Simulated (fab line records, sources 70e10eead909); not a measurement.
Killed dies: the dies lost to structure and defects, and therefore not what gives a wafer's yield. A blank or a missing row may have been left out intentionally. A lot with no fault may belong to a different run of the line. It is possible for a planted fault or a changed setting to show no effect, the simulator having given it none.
Which tool did it? || flow nandHarc || 30 wafers from 10 lots sampled at 7 of the route's 1159 steps

WHAT EACH GAUGE READ, for each wafer
NHARC_P_M1_THK_MEAS_24: measures by xrf. Usual: 157.8 nm for thkNm, sd 1.7.
{"lot": "L569", "measured": "day 6 05:04", "on": "filmMetro-02", "thkNm (nm)": "155.0 158.3 157.6", "flag": ""}
{"lot": "L571", "measured": "day 7 03:17", "on": "filmMetro-02", "thkNm (nm)": "162.2 157.2 156.2", "flag": ""}
{"lot": "L573", "measured": "day 7 04:31", "on": "filmMetro-01", "thkNm (nm)": "158.0 156.6 157.5", "flag": ""}
{"lot": "L574", "measured": "day 7 10:40", "on": "filmMetro-02", "thkNm (nm)": "156.9 154.5 155.3", "flag": ""}
{"lot": "L579", "measured": "day 8 12:51", "on": "filmMetro-02", "thkNm (nm)": "156.6 156.4 156.3", "flag": ""}
{"lot": "L580", "measured": "day 8 20:10", "on": "filmMetro-01", "thkNm (nm)": "157.1 159.8 158.8", "flag": ""}
{"lot": "L582", "measured": "day 9 11:15", "on": "filmMetro-02", "thkNm (nm)": "30.4 29.5 30.0", "flag": "OFF"}
{"lot": "L581", "measured": "day 9 11:38", "on": "filmMetro-02", "thkNm (nm)": "31.0 32.8 29.7", "flag": "OFF"}
{"lot": "L589", "measured": "day 11 06:13", "on": "filmMetro-02", "thkNm (nm)": "157.9 158.7 159.3", "flag": ""}
{"lot": "L592", "measured": "day 12 00:07", "on": "filmMetro-01", "thkNm (nm)": "158.0 156.1 156.4", "flag": ""}

NHARC_END_SORT_01. Usual: defectLimitedYield 95.4 %, standard deviation 1.5; killedAtArray 28, standard deviation 10; killedAtOther 0.5, standard deviation 0.82; killedAtPeriphery 3.4, standard deviation 2.2; killedDies 31, standard deviation 10; killedOpen 3.4, standard deviation 1.9; killedShort 1.9, standard deviation 1.3; sort_bin_2_pct 1.5 %, standard deviation 0.6; sort_bin_3_pct 0.29 %, standard deviation 0.24; sort_bin_4_pct 2.9 %, standard deviation 0.97; sortNPass 646, standard deviation 10; sortRimYieldPct 94.7 %, standard deviation 3; sortYieldPct 95.4 %, standard deviation 1.5.
{"lot": "L569", "measured": "day 20 03:33", "on": "prober-01", "defectLimitedYield (%)": "97.0 96.2 96.5", "killedAtArray": "18 21 18", "killedAtOther": "0 0 3", "killedAtPeriphery": "2 5 3", "killedDies": "20 26 24", "killedOpen": "3 1 2", "killedShort": "2 2 3", "sort_bin_2_pct (%)": "1.2 1.2 1.2", "sort_bin_3_pct (%)": "0 0.30 0.44", "sort_bin_4_pct (%)": "1.8 2.4 1.9", "sortNPass": "657 651 653", "sortRimYieldPct (%)": "95.3 93.4 95.3", "sortYieldPct (%)": "97.0 96.2 96.5", "flag": ""}
{"lot": "L571", "measured": "day 20 11:52", "on": "prober-02", "defectLimitedYield (%)": "96.2 95.6 95.3", "killedAtArray": "17 21 23", "killedAtOther": "1 0 0", "killedAtPeriphery": "8 9 9", "killedDies": "26 30 32", "killedOpen": "2 3 5", "killedShort": "0 0 1", "sort_bin_2_pct (%)": "1.2 1.5 1.8", "sort_bin_3_pct (%)": "0 0.30 0.30", "sort_bin_4_pct (%)": "2.7 2.7 2.7", "sortNPass": "651 647 645", "sortRimYieldPct (%)": "96.2 92.5 98.1", "sortYieldPct (%)": "96.2 95.6 95.3", "flag": ""}
{"lot": "L573", "measured": "day 21 10:34", "on": "prober-01", "defectLimitedYield (%)": "94.2 94.8 96.2", "killedAtArray": "34 27 19", "killedAtOther": "2 1 1", "killedAtPeriphery": "3 7 6", "killedDies": "39 35 26", "killedOpen": "4 4 3", "killedShort": "4 4 0", "sort_bin_2_pct (%)": "2.1 1.6 0.9", "sort_bin_3_pct (%)": "0.74 0 0.15", "sort_bin_4_pct (%)": "3.0 3.5 2.8", "sortNPass": "638 642 651", "sortRimYieldPct (%)": "95.3 93.4 98.1", "sortYieldPct (%)": "94.2 94.8 96.2", "flag": ""}
{"lot": "L574", "measured": "day 21 00:33", "on": "prober-01", "defectLimitedYield (%)": "96.0 95.3 94.8", "killedAtArray": "23 27 30", "killedAtOther": "0 0 0", "killedAtPeriphery": "4 5 5", "killedDies": "27 32 35", "killedOpen": "3 5 4", "killedShort": "2 1 2", "sort_bin_2_pct (%)": "1.6 1.5 1.6", "sort_bin_3_pct (%)": "0.30 0.30 0.30", "sort_bin_4_pct (%)": "2.1 3.0 3.2", "sortNPass": "650 645 642", "sortRimYieldPct (%)": "93.4 93.4 98.1", "sortYieldPct (%)": "96.0 95.3 94.8", "flag": ""}
{"lot": "L579", "measured": "day 22 03:38", "on": "prober-02", "defectLimitedYield (%)": "96.0 96.0 94.8", "killedAtArray": "20 24 27", "killedAtOther": "0 0 0", "killedAtPeriphery": "7 3 8", "killedDies": "27 27 35", "killedOpen": "0 5 6", "killedShort": "2 0 1", "sort_bin_2_pct (%)": "1.0 1.5 1.5", "sort_bin_3_pct (%)": "0.15 0.30 0.30", "sort_bin_4_pct (%)": "2.8 2.2 3.4", "sortNPass": "650 650 642", "sortRimYieldPct (%)": "99.1 95.3 92.5", "sortYieldPct (%)": "96.0 96.0 94.8", "flag": ""}
{"lot": "L580", "measured": "day 22 04:23", "on": "prober-01", "defectLimitedYield (%)": "94.1 96.2 95.1", "killedAtArray": "38 26 33", "killedAtOther": "0 0 0", "killedAtPeriphery": "2 0 0", "killedDies": "40 26 33", "killedOpen": "5 1 0", "killedShort": "0 3 3", "sort_bin_2_pct (%)": "2.1 1.3 1.5", "sort_bin_3_pct (%)": "0.15 0.15 0.44", "sort_bin_4_pct (%)": "3.7 2.4 3.0", "sortNPass": "637 651 644", "sortRimYieldPct (%)": "98.1 99.1 99.1", "sortYieldPct (%)": "94.1 96.2 95.1", "flag": ""}
{"lot": "L582", "measured": "day 22 11:24", "on": "prober-01", "defectLimitedYield (%)": "0 0 0", "killedAtArray": "17 31 24", "killedAtOther": "0 0 1", "killedAtPeriphery": "660 646 652", "killedDies": "677 677 677", "killedOpen": "3 0 4", "killedShort": "1 2 2", "sort_bin_2_pct (%)": "97.6 96.5 97.0", "sort_bin_3_pct (%)": "0 0.44 0", "sort_bin_4_pct (%)": "2.4 3.1 3.0", "sortNPass": "0 0 0", "sortRimYieldPct (%)": "0 0 0", "sortYieldPct (%)": "0 0 0", "flag": "OFF"}
{"lot": "L581", "measured": "day 24 03:14", "on": "prober-02", "defectLimitedYield (%)": "0 0 0", "killedAtArray": "26 37 35", "killedAtOther": "0 0 0", "killedAtPeriphery": "651 640 642", "killedDies": "677 677 677", "killedOpen": "3 7 7", "killedShort": "1 3 4", "sort_bin_2_pct (%)": "96.6 95.9 96.0", "sort_bin_3_pct (%)": "0.15 0.89 0.74", "sort_bin_4_pct (%)": "3.2 3.2 3.2", "sortNPass": "0 0 0", "sortRimYieldPct (%)": "0 0 0", "sortYieldPct (%)": "0 0 0", "flag": "OFF"}
{"lot": "L589", "measured": "day 24 17:08", "on": "prober-01", "defectLimitedYield (%)": "92.9 95.1 94.8", "killedAtArray": "45 32 31", "killedAtOther": "0 0 0", "killedAtPeriphery": "3 1 4", "killedDies": "48 33 35", "killedOpen": "4 0 3", "killedShort": "1 1 1", "sort_bin_2_pct (%)": "2.2 2.2 2.2", "sort_bin_3_pct (%)": "0 0.15 0.44", "sort_bin_4_pct (%)": "4.9 2.5 2.5", "sortNPass": "629 644 642", "sortRimYieldPct (%)": "96.2 91.5 94.3", "sortYieldPct (%)": "92.9 95.1 94.8", "flag": ""}
{"lot": "L592", "measured": "day 25 00:58", "on": "prober-01", "defectLimitedYield (%)": "94.8 93.1 93.5", "killedAtArray": "28 46 39", "killedAtOther": "2 0 2", "killedAtPeriphery": "5 1 3", "killedDies": "35 47 44", "killedOpen": "6 2 5", "killedShort": "3 3 1", "sort_bin_2_pct (%)": "1.3 2.7 1.0", "sort_bin_3_pct (%)": "0.15 0 0.44", "sort_bin_4_pct (%)": "3.7 4.3 5.0", "sortNPass": "642 630 633", "sortRimYieldPct (%)": "93.4 97.2 97.2", "sortYieldPct (%)": "94.8 93.1 93.5", "flag": ""}

TOOL THAT RAN EACH LOT (tool first, then ch and the chambers of the sampled wafers, then the start)
{"lot": "L569", "NHARC_P_M1_ETCH_35": "rieDiel-09 ch 0,3, day 6 02:40", "NHARC_P_M1_PRE_CLEAN_30": "pvdSputter-01, day 6 04:11 or earlier", "NHARC_P_M1_PVD_20": "pvdSputter-01, day 6 04:11 or earlier", "NHARC_P_M1_ECD_22": "ecdCu-01 ch 0,1, day 6 04:11", "NHARC_P_M1_CMP_23": "cmp-01 ch 0,3, day 6 04:47"}
{"lot": "L571", "NHARC_P_M1_ETCH_35": "rieDiel-09 ch 2,3, day 7 00:54", "NHARC_P_M1_PRE_CLEAN_30": "pvdSputter-03, day 7 02:19 or earlier", "NHARC_P_M1_PVD_20": "pvdSputter-03, day 7 02:19 or earlier", "NHARC_P_M1_ECD_22": "ecdCu-01 ch 0,1, day 7 02:19", "NHARC_P_M1_CMP_23": "cmp-01 ch 0,1,3, day 7 03:02"}
{"lot": "L573", "NHARC_P_M1_ETCH_35": "rieDiel-13 ch 0,1,2, day 7 02:10", "NHARC_P_M1_PRE_CLEAN_30": "pvdSputter-01, day 7 03:37 or earlier", "NHARC_P_M1_PVD_20": "pvdSputter-01, day 7 03:37 or earlier", "NHARC_P_M1_ECD_22": "ecdCu-02 ch 0,1, day 7 03:37", "NHARC_P_M1_CMP_23": "cmp-04 ch 0,1,2, day 7 04:17"}
{"lot": "L574", "NHARC_P_M1_ETCH_35": "rieDiel-01 ch 1,2,3, day 7 08:18", "NHARC_P_M1_PRE_CLEAN_30": "pvdSputter-01, day 7 09:37 or earlier", "NHARC_P_M1_PVD_20": "pvdSputter-01, day 7 09:37 or earlier", "NHARC_P_M1_ECD_22": "ecdCu-01 ch 0,1, day 7 09:37", "NHARC_P_M1_CMP_23": "cmp-02 ch 0,2, day 7 10:21"}
{"lot": "L579", "NHARC_P_M1_ETCH_35": "rieDiel-13 ch 0,1,2, day 8 10:30", "NHARC_P_M1_PRE_CLEAN_30": "pvdSputter-02, day 8 11:49 or earlier", "NHARC_P_M1_PVD_20": "pvdSputter-02, day 8 11:49 or earlier", "NHARC_P_M1_ECD_22": "ecdCu-01 ch 0,1, day 8 11:49", "NHARC_P_M1_CMP_23": "cmp-04 ch 0,1,2, day 8 12:32"}
{"lot": "L580", "NHARC_P_M1_ETCH_35": "rieDiel-01 ch 0,2, day 8 17:12", "NHARC_P_M1_PRE_CLEAN_30": "pvdSputter-01, day 8 19:10 or earlier", "NHARC_P_M1_PVD_20": "pvdSputter-01, day 8 19:10 or earlier", "NHARC_P_M1_ECD_22": "ecdCu-01 ch 0,1, day 8 19:10", "NHARC_P_M1_CMP_23": "cmp-02 ch 0,1,3, day 8 19:50"}
{"lot": "L582", "NHARC_P_M1_ETCH_35": "rieDiel-09 ch 1,2, day 9 08:55", "NHARC_P_M1_PRE_CLEAN_30": "pvdSputter-01, day 9 10:16 or earlier", "NHARC_P_M1_PVD_20": "pvdSputter-01, day 9 10:16 or earlier", "NHARC_P_M1_ECD_22": "ecdCu-02 ch 0,1, day 9 10:16", "NHARC_P_M1_CMP_23": "cmp-02 ch 0,1,2, day 9 10:59"}
{"lot": "L581", "NHARC_P_M1_ETCH_35": "rieDiel-01 ch 0,1,2, day 9 09:19", "NHARC_P_M1_PRE_CLEAN_30": "pvdSputter-03, day 9 10:36 or earlier", "NHARC_P_M1_PVD_20": "pvdSputter-03, day 9 10:36 or earlier", "NHARC_P_M1_ECD_22": "ecdCu-01 ch 0,1, day 9 10:36", "NHARC_P_M1_CMP_23": "cmp-01 ch 0,3, day 9 11:21"}
{"lot": "L589", "NHARC_P_M1_ETCH_35": "rieDiel-13 ch 0,2,3, day 11 03:52", "NHARC_P_M1_PRE_CLEAN_30": "pvdSputter-03, day 11 05:11 or earlier", "NHARC_P_M1_PVD_20": "pvdSputter-03, day 11 05:11 or earlier", "NHARC_P_M1_ECD_22": "ecdCu-01 ch 0,1, day 11 05:11", "NHARC_P_M1_CMP_23": "cmp-04 ch 0,1,2, day 11 05:54"}
{"lot": "L592", "NHARC_P_M1_ETCH_35": "rieDiel-13 ch 1,2,3, day 11 21:47", "NHARC_P_M1_PRE_CLEAN_30": "pvdSputter-01, day 11 23:05 or earlier", "NHARC_P_M1_PVD_20": "pvdSputter-01, day 11 23:05 or earlier", "NHARC_P_M1_ECD_22": "ecdCu-01 ch 0,1, day 11 23:05", "NHARC_P_M1_CMP_23": "cmp-04 ch 0,1,2, day 11 23:48"}
- NHARC_P_M1_ETCH_35: etches the open film in N2/H2, target depth 40 nm, overetch 12 nm, time 43.94 s.
- NHARC_P_M1_PRE_CLEAN_30: time 30 s.
- NHARC_P_M1_PVD_20: deposits TaN, target thk 5 nm, time 8.06 s.
- NHARC_P_M1_ECD_22: material Cu, target thk 400 nm.
- NHARC_P_M1_CMP_23: polishes, t overpolish 20 s, target thk 157.82 nm.

AS READ BY THE TOOLS THEMSELVES (means over the sampled wafers that have a number; for cases with no such wafer, the mark the record gives instead)
NHARC_P_M1_ETCH_35. Usual: chamberPressureMTorr 30.000 mTorr, standard deviation 0.028; drypumpMotorCurrentA 5.5 A, standard deviation 0.44; oesProductAu 1.003 a.u., standard deviation 0.011; rfVppV 430.6 V, standard deviation 2.3; showerheadPlenumPTorr 2.04 Torr, standard deviation 0.078; throttleValvePct 14.172 %, standard deviation 0.009.
{"lot": "L569", "tool": "rieDiel-09", "chamberPressureMTorr (mTorr)": 30.003, "drypumpMotorCurrentA (A)": 5.2, "oesProductAu (a.u.)": 1.008, "rfVppV (V)": 427.9, "showerheadPlenumPTorr (Torr)": 1.96, "throttleValvePct (%)": 14.175, "flag": ""}
{"lot": "L571", "tool": "rieDiel-09", "chamberPressureMTorr (mTorr)": 30.011, "drypumpMotorCurrentA (A)": 5.2, "oesProductAu (a.u.)": 1.013, "rfVppV (V)": 428.5, "showerheadPlenumPTorr (Torr)": 1.95, "throttleValvePct (%)": 14.174, "flag": ""}
{"lot": "L573", "tool": "rieDiel-13", "chamberPressureMTorr (mTorr)": 29.980, "drypumpMotorCurrentA (A)": 5.4, "oesProductAu (a.u.)": 0.999, "rfVppV (V)": 433.0, "showerheadPlenumPTorr (Torr)": 2.12, "throttleValvePct (%)": 14.174, "flag": ""}
{"lot": "L574", "tool": "rieDiel-01", "chamberPressureMTorr (mTorr)": 30.002, "drypumpMotorCurrentA (A)": 5.7, "oesProductAu (a.u.)": 0.996, "rfVppV (V)": 431.5, "showerheadPlenumPTorr (Torr)": 2.08, "throttleValvePct (%)": 14.164, "flag": ""}
{"lot": "L579", "tool": "rieDiel-13", "chamberPressureMTorr (mTorr)": 29.979, "drypumpMotorCurrentA (A)": 5.4, "oesProductAu (a.u.)": 0.996, "rfVppV (V)": 433.0, "showerheadPlenumPTorr (Torr)": 2.12, "throttleValvePct (%)": 14.176, "flag": ""}
{"lot": "L580", "tool": "rieDiel-01", "chamberPressureMTorr (mTorr)": 30.006, "drypumpMotorCurrentA (A)": 5.2, "oesProductAu (a.u.)": 1.010, "rfVppV (V)": 431.2, "showerheadPlenumPTorr (Torr)": 2.04, "throttleValvePct (%)": 14.174, "flag": ""}
{"lot": "L582", "tool": "rieDiel-09", "chamberPressureMTorr (mTorr)": 30.021, "drypumpMotorCurrentA (A)": 5.6, "oesProductAu (a.u.)": 1.006, "rfVppV (V)": 428.4, "showerheadPlenumPTorr (Torr)": 1.95, "throttleValvePct (%)": 14.168, "flag": ""}
{"lot": "L581", "tool": "rieDiel-01", "chamberPressureMTorr (mTorr)": 30.021, "drypumpMotorCurrentA (A)": 5.6, "oesProductAu (a.u.)": 1.005, "rfVppV (V)": 431.7, "showerheadPlenumPTorr (Torr)": 2.07, "throttleValvePct (%)": 14.165, "flag": ""}
{"lot": "L589", "tool": "rieDiel-13", "chamberPressureMTorr (mTorr)": 30.010, "drypumpMotorCurrentA (A)": 5.4, "oesProductAu (a.u.)": 0.996, "rfVppV (V)": 431.5, "showerheadPlenumPTorr (Torr)": 2.09, "throttleValvePct (%)": 14.172, "flag": ""}
{"lot": "L592", "tool": "rieDiel-13", "chamberPressureMTorr (mTorr)": 29.997, "drypumpMotorCurrentA (A)": 5.7, "oesProductAu (a.u.)": 0.996, "rfVppV (V)": 431.3, "showerheadPlenumPTorr (Torr)": 2.08, "throttleValvePct (%)": 14.167, "flag": ""}

NHARC_P_M1_PRE_CLEAN_30. Usual: 384 W for heaterPowerW, sd 47.
{"lot": "L569", "tool": "pvdSputter-01", "heaterPowerW (W)": 374, "flag": ""}
{"lot": "L571", "tool": "pvdSputter-03", "heaterPowerW (W)": 414, "flag": ""}
{"lot": "L573", "tool": "pvdSputter-01", "heaterPowerW (W)": 384, "flag": ""}
{"lot": "L574", "tool": "pvdSputter-01", "heaterPowerW (W)": 353, "flag": ""}
{"lot": "L579", "tool": "pvdSputter-02", "heaterPowerW (W)": 439, "flag": ""}
{"lot": "L580", "tool": "pvdSputter-01", "heaterPowerW (W)": 352, "flag": ""}
{"lot": "L582", "tool": "pvdSputter-01", "heaterPowerW (W)": 351, "flag": ""}
{"lot": "L581", "tool": "pvdSputter-03", "heaterPowerW (W)": 402, "flag": ""}
{"lot": "L589", "tool": "pvdSputter-03", "heaterPowerW (W)": 378, "flag": ""}
{"lot": "L592", "tool": "pvdSputter-01", "heaterPowerW (W)": 381, "flag": ""}

NHARC_P_M1_PVD_20. Usual: biasV 168.7 V, standard deviation 1.6; throttleValvePct 30.2 %, standard deviation 0.98.
{"lot": "L569", "tool": "pvdSputter-01", "biasV (V)": 168.2, "throttleValvePct (%)": 30.6, "flag": ""}
{"lot": "L571", "tool": "pvdSputter-03", "biasV (V)": 167.8, "throttleValvePct (%)": 30.0, "flag": ""}
{"lot": "L573", "tool": "pvdSputter-01", "biasV (V)": 169.9, "throttleValvePct (%)": 31.4, "flag": ""}
{"lot": "L574", "tool": "pvdSputter-01", "biasV (V)": 168.8, "throttleValvePct (%)": 30.2, "flag": ""}
{"lot": "L579", "tool": "pvdSputter-02", "biasV (V)": 168.0, "throttleValvePct (%)": 29.7, "flag": ""}
{"lot": "L580", "tool": "pvdSputter-01", "biasV (V)": 169.8, "throttleValvePct (%)": 30.5, "flag": ""}
{"lot": "L582", "tool": "pvdSputter-01", "biasV (V)": 166.4, "throttleValvePct (%)": 29.9, "flag": ""}
{"lot": "L581", "tool": "pvdSputter-03", "biasV (V)": 170.6, "throttleValvePct (%)": 30.3, "flag": ""}
{"lot": "L589", "tool": "pvdSputter-03", "biasV (V)": 168.9, "throttleValvePct (%)": 30.0, "flag": ""}
{"lot": "L592", "tool": "pvdSputter-01", "biasV (V)": 167.8, "throttleValvePct (%)": 29.8, "flag": ""}

NHARC_P_M1_ECD_22. Usual: bathHeatDutyPct 6.0 %, standard deviation 0.65; bathTempC 25.01 C, standard deviation 0.11.
{"lot": "L569", "tool": "ecdCu-01", "bathHeatDutyPct (%)": 6.1, "bathTempC (C)": 25.01, "flag": ""}
{"lot": "L571", "tool": "ecdCu-01", "bathHeatDutyPct (%)": 5.8, "bathTempC (C)": 25.03, "flag": ""}
{"lot": "L573", "tool": "ecdCu-02", "bathHeatDutyPct (%)": 4.8, "bathTempC (C)": 24.99, "flag": ""}
{"lot": "L574", "tool": "ecdCu-01", "bathHeatDutyPct (%)": 6.4, "bathTempC (C)": 25.08, "flag": ""}
{"lot": "L579", "tool": "ecdCu-01", "bathHeatDutyPct (%)": 6.2, "bathTempC (C)": 25.03, "flag": ""}
{"lot": "L580", "tool": "ecdCu-01", "bathHeatDutyPct (%)": 5.6, "bathTempC (C)": 25.02, "flag": ""}
{"lot": "L582", "tool": "ecdCu-02", "bathHeatDutyPct (%)": "-", "bathTempC (C)": "-", "flag": "OFF"}
{"lot": "L581", "tool": "ecdCu-01", "bathHeatDutyPct (%)": "-", "bathTempC (C)": "-", "flag": "OFF"}
{"lot": "L589", "tool": "ecdCu-01", "bathHeatDutyPct (%)": 6.4, "bathTempC (C)": 25.00, "flag": ""}
{"lot": "L592", "tool": "ecdCu-01", "bathHeatDutyPct (%)": 5.8, "bathTempC (C)": 25.04, "flag": ""}

NHARC_P_M1_CMP_23. Usual: motorCurrentA 12.5 A, standard deviation 1.2; slurryFilterDpKPa 13.50 kPa, standard deviation 0.15; timeToEndpointS 28.6 s, standard deviation 2.9.
{"lot": "L569", "tool": "cmp-01", "motorCurrentA (A)": 13.0, "slurryFilterDpKPa (kPa)": 13.50, "timeToEndpointS (s)": 26.5, "flag": ""}
{"lot": "L571", "tool": "cmp-01", "motorCurrentA (A)": 12.2, "slurryFilterDpKPa (kPa)": 13.57, "timeToEndpointS (s)": 25.0, "flag": ""}
{"lot": "L573", "tool": "cmp-04", "motorCurrentA (A)": 12.7, "slurryFilterDpKPa (kPa)": 13.45, "timeToEndpointS (s)": 31.1, "flag": ""}
{"lot": "L574", "tool": "cmp-02", "motorCurrentA (A)": 12.3, "slurryFilterDpKPa (kPa)": 13.64, "timeToEndpointS (s)": 27.4, "flag": ""}
{"lot": "L579", "tool": "cmp-04", "motorCurrentA (A)": 12.4, "slurryFilterDpKPa (kPa)": 13.57, "timeToEndpointS (s)": 27.4, "flag": ""}
{"lot": "L580", "tool": "cmp-02", "motorCurrentA (A)": 12.1, "slurryFilterDpKPa (kPa)": 13.52, "timeToEndpointS (s)": 27.6, "flag": ""}
{"lot": "L582", "tool": "cmp-02", "motorCurrentA (A)": 11.7, "slurryFilterDpKPa (kPa)": 13.43, "timeToEndpointS (s)": 0.3, "flag": "OFF"}
{"lot": "L581", "tool": "cmp-01", "motorCurrentA (A)": 12.1, "slurryFilterDpKPa (kPa)": 13.44, "timeToEndpointS (s)": 3.3, "flag": "OFF"}
{"lot": "L589", "tool": "cmp-04", "motorCurrentA (A)": 12.9, "slurryFilterDpKPa (kPa)": 13.65, "timeToEndpointS (s)": 28.6, "flag": ""}
{"lot": "L592", "tool": "cmp-04", "motorCurrentA (A)": 12.5, "slurryFilterDpKPa (kPa)": 13.55, "timeToEndpointS (s)": 30.4, "flag": ""}

THE ANSWER, worked out from the rows above alone
Rule: take the mean of a lot's wafers that have a number; if it is more than 3 standard deviations from the usual mean, the lot is off. A lot without any number at a reading at which 4 lots or more have one is off too. The other lots that the step has rows for count as sound. Order of review: gauges by route order, followed by the tools' own readings, for which a lot's mean as printed above is used. At the first step where some lot is off, the reading lying furthest off is the one used; lots without a number count as furthest.
Off at NHARC_P_M1_THK_MEAS_24 (thkNm): L582, L581.
A tool fits if, at a process step before that reading, it ran every lot that is off, and no sound lot after the first of them. The gauges at NHARC_P_M1_THK_MEAS_24 aren't tried: what is off there is off at NHARC_END_SORT_01 too, on other tools, and a gauge's error can't cause that. NHARC_P_M1_PRE_CLEAN_30: start missing for some lots; hours and lot order therefore follow NHARC_P_M1_ECD_22. NHARC_P_M1_PVD_20: start missing for some lots; hours and lot order therefore follow NHARC_P_M1_ECD_22. Of those tried, none fits.

WHAT THE SIMULATOR HAD PUT IN
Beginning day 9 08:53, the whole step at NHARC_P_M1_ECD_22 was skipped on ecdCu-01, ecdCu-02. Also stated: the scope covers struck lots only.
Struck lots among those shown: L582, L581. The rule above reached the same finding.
